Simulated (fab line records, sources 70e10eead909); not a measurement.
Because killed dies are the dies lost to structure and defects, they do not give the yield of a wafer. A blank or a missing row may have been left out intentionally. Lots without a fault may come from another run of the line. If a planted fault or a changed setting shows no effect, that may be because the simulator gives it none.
A lot that was struck, set against a sound lot ; flow nand-harc ; 44 out of 1302 route steps
Sound: the wafers L797.1, L797.2, L797.3. Wafers L808.2, L808.5, L808.6 were the ones struck. Last of all comes the cause.
Each step with rows lists, per side, the tool, then ch with its chambers, then its first start. Under that, the readings that differ: sound wafers ; struck wafers ; difference of the means ; sigmas: that difference in standard deviations of wafers without a fault.
alike: readings whose means differ by less than 2 such deviations, and words and numbers that are the same on both sides. not compared: withheld readings, readings that some wafer has no value for, bounds like >300 that may hide the same value, and numbers for which the record gives no deviation and whose values overlap.
Wherever a step has rows on one side only, a row that says differs or no value, or a row with sigmas, the two part there. Numbers that don't overlap but have no deviation are shown without sigmas and don't part them. A reading that every wafer of one side lacks parts them only if that side has two wafers or more.

NHARC_P_STI_OCD_MEAS_17:
  sound: ocd-02 at day 3 00:40; struck: ocd-02 at day 7 09:31
  alike: trench-depth-nm, trench-foot-cd-nm
then, 3 steps without rows for these wafers: NHARC_P_STI_STRIP_19 (strips in SPM, time 900 s); NHARC_P_STI_PRECLEAN_32 (cleans in SC1); NHARC_P_STI_SRD_23.
NHARC_P_STI_OCD_MEAS_43:
  sound: ocd-01 at day 3 01:10; struck: ocd-01 at day 7 10:02
  alike: trench-depth-nm, trench-foot-cd-nm
then, 3 steps without rows for these wafers: NHARC_P_STI_OXIDE_33 (material SiO2, target thk 10 nm, ox time 281 s); NHARC_P_STI_HDPCVD_20 (deposits SiO2); NHARC_P_STI_ANNEAL_34 (time 1800 s).
NHARC_P_STI_CMP_21: polishes, t overpolish 20 s, target thk 380.67 nm.
  sound on cmp-03 ch 0,2,3, day 3 22:11; struck on cmp-03 ch 0,1,3, day 8 02:17
  alike: motor-current-A, overpolish-run-s
then, 2 steps without rows for these wafers: NHARC_P_STI_SRD_35; NHARC_P_STI_ETCH_36 (etches SiO2 in dHF, target depth 38.8 nm).
NHARC_P_STI_STRIP_24: strips Si3N4 in H3PO4.
  sound on wet-bench-04 ch 1,6,7, day 3 22:31; struck on wet-bench-09 ch 0,4,5, day 8 02:35
then, 4 steps without rows for these wafers: NHARC_P_STI_ETCH_37 (etches SiO2 in dHF, target depth 11 nm); NHARC_P_STI_PRECLEAN_38 (cleans in SC1); NHARC_P_STI_SRD_39; NHARC_P_STI_OXIDE_40 (material SiO2, target thk 10 nm, ox time 1362 s).
NHARC_P_STI_INSPECT_25:
  sound: defect-inspect-02 at day 4 08:43; struck: defect-inspect-01 at day 8 10:02
reading;sound;struck;difference;sigmas
raw-defect-count;186 206 227;362 389 380;+171;+2
then, 12 steps without rows for these wafers: NHARC_P_GATE_ETCH_69 (etches SiO2 in dHF, target depth 14 nm); NHARC_P_GATE_PRECLEAN_70 (cleans in SC1); NHARC_P_GATE_SRD_01; NHARC_P_GATE_OXIDE_02 (material SiO2, target thk 37.5 nm, ox time 365 s); NHARC_P_GATE_DEHYDRATE_03 (time 120 s); NHARC_P_GATE_HMDS_04 (time 30 s); NHARC_P_GATE_COAT_05; NHARC_P_GATE_SOFTBAKE_06 (time 95 s); NHARC_P_GATE_EBR_07; NHARC_P_GATE_EXPOSE_08 (exposes mask P HV); NHARC_P_GATE_PEB_09 (peb time 85 s); NHARC_P_GATE_DEVELOP_10 (time 70 s).
NHARC_P_GATE_CD_MEAS_11 targets a cd of 1640 nm.
  sound on cd-sem-02 ch 0, day 4 17:29; struck on cd-sem-03 ch 0, day 8 18:31
  alike: cd-nm
then, 1 step without rows for these wafers: NHARC_P_GATE_HARDBAKE_12 (time 80 s).
NHARC_P_GATE_DESCUM_13: chemistry O2, time 3 s.
  sound on rie-diel-07 ch 1,2,3, day 4 17:38; struck on rie-diel-06 ch 2,3, day 8 18:41
  alike: drypump-motor-current-A, oes-product-au, rf-vpp-V, showerhead-plenum-p-Torr, throttle-valve-pct
  not compared: rf-hours-counter-h
then, 6 steps without rows for these wafers: NHARC_P_GATE_ETCH_14 (etches SiO2 in dHF, target depth 48.8 nm); NHARC_P_GATE_STRIP_15 (strips in SPM, time 780 s); NHARC_P_GATE_PRECLEAN_71 (cleans in SC1); NHARC_P_GATE_SRD_72; NHARC_P_GATE_OXIDE_16 (material SiO2, target thk 3 nm, ox time 392 s); NHARC_P_GATE_CVD_17 (deposits poly-Si, target thk 150 nm, time 900 s).
NHARC_P_GATE_HM_DEP_102: deposits aC, target thk 120 nm.
  sound on acl-dep-02 ch 0, day 5 06:25; struck on acl-dep-03 ch 0, day 9 13:21
  alike: throttle-valve-pct
NHARC_P_GATE_DEP_103: deposits SiON, target thk 30 nm.
  sound on pecvd-03 ch 0,1,2, day 5 07:05; struck on pecvd-01 ch 1,2, day 9 13:56
  alike: heater-power-w
then, 1 step without rows for these wafers: NHARC_P_GATE_DEHYDRATE_18 (time 120 s).
NHARC_P_GATE_INSPECT_28:
  sound: defect-inspect-01 at day 5 07:55; struck: defect-inspect-02 at day 9 14:43
reading;sound;struck;difference;sigmas
raw-defect-count;5 10 8;285 288 257;+269;+87
NHARC_P_GATE_INSPECT_68:
  sound: defect-inspect-02 at day 6 02:14; struck: defect-inspect-02 at day 10 09:18
reading;sound;struck;difference;sigmas
raw-defect-count;128 159 124;404 411 400;+268;+3
-- the record jumps here: 19 days lie between the struck wafers' starts before and after (it left off in module P_GATE and takes up again in module END, whose first step shown is number 1302 of the route) --
NHARC_END_SORT_01:
  sound on prober-01 ch 0, day 25 08:44; struck on prober-01 ch 0, day 29 14:46
reading;sound;struck;difference;sigmas
killed-at-periphery;2 2 4;79 51 71;+64;+27
killed-dies;53 49 45;114 72 109;+49;+3
  alike: killed-at-array, killed-at-other, killed-open, killed-short

## WHERE THEY PART
At NHARC_P_STI_INSPECT_25 first; at NHARC_END_SORT_01 last (within this record only).

WHY: the cause the simulator had injected
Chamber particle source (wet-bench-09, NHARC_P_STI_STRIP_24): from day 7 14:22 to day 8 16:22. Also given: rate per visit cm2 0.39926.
